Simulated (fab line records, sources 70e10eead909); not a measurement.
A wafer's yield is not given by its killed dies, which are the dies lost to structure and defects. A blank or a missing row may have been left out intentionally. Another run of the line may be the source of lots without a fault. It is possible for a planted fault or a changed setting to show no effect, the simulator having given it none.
Chamber matching	flow nand harc	NHARC_A_STAIRCASE_ALD_420 on ald hk-04 has 4 sister chambers
The step deposits SiO2, target thk 20 nm, pulse time 6 s, ald cycles 200. 16 wafers are shown with their chamber, then 8 later ones without.

## WAFERS, EACH WITH ITS CHAMBER
wafer	chamber	heater power w (W)	precursor pulse height rel
L076.2	2	454	1.007
L076.3	1	426	1.017
L076.6	1	412	1.011
L082.2	2	452	1.039
L082.4	3	517	1.016
L082.5	0	400	1.014
L087.1	2	450	0.993
L087.3	0	404	1.034
L087.4	3	532	1.010
L088.2	1	423	1.021
L088.4	0	410	1.025
L088.5	3	538	0.982
L089.1	3	539	1.023
L089.3	1	403	0.973
L089.6	0	413	0.995
L094.2	2	447	1.022

SIGNATURES (averages over the wafers above)
reading	chamber 0	chamber 1	chamber 2	chamber 3	scatter within a chamber
heater power w	406.75	416.00	450.75	531.50	8.02
precursor pulse height rel	1.01700	1.00550	1.01525	1.00775	0.0192
Rule: a wafer lies at a distance from a chamber equal to the root of the sum of squares, over the readings, of (its reading less the chamber's mean, divided by the reading's scatter). The wafer belongs to the nearest chamber; if the next one is less than 2 further off, it can't be placed. The scatter is the square root of a quotient: the sum, over the shown wafers, of each reading's squared deviation from its chamber's mean, divided by wafers minus chambers.

## WAFERS WITHOUT THEIR CHAMBER
wafer	heater power w (W)	precursor pulse height rel
L094.4	423	1.005
L094.6	525	1.006
L095.2	430	1.027
L095.4	413	0.984
L095.5	437	1.002
L095.1	410	0.991
L095.3	538	0.994
L095.6	417	1.003

## CHAMBER TAKEN BY EACH
wafer	from the rows above	in truth
L094.4	can't be placed: 1 or 0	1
L094.6	3	3
L095.2	can't be placed: 1 or 2 or 0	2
L095.4	can't be placed: 1 or 0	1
L095.5	can't be placed: 2 or 1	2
L095.1	can't be placed: 1 or 0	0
L095.3	3	3
L095.6	can't be placed: 1 or 0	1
Correctly placed: 2 of 8. Can't be placed from these rows: 6 (the true chamber is among the candidates in 6). Number placed wrongly: 0.
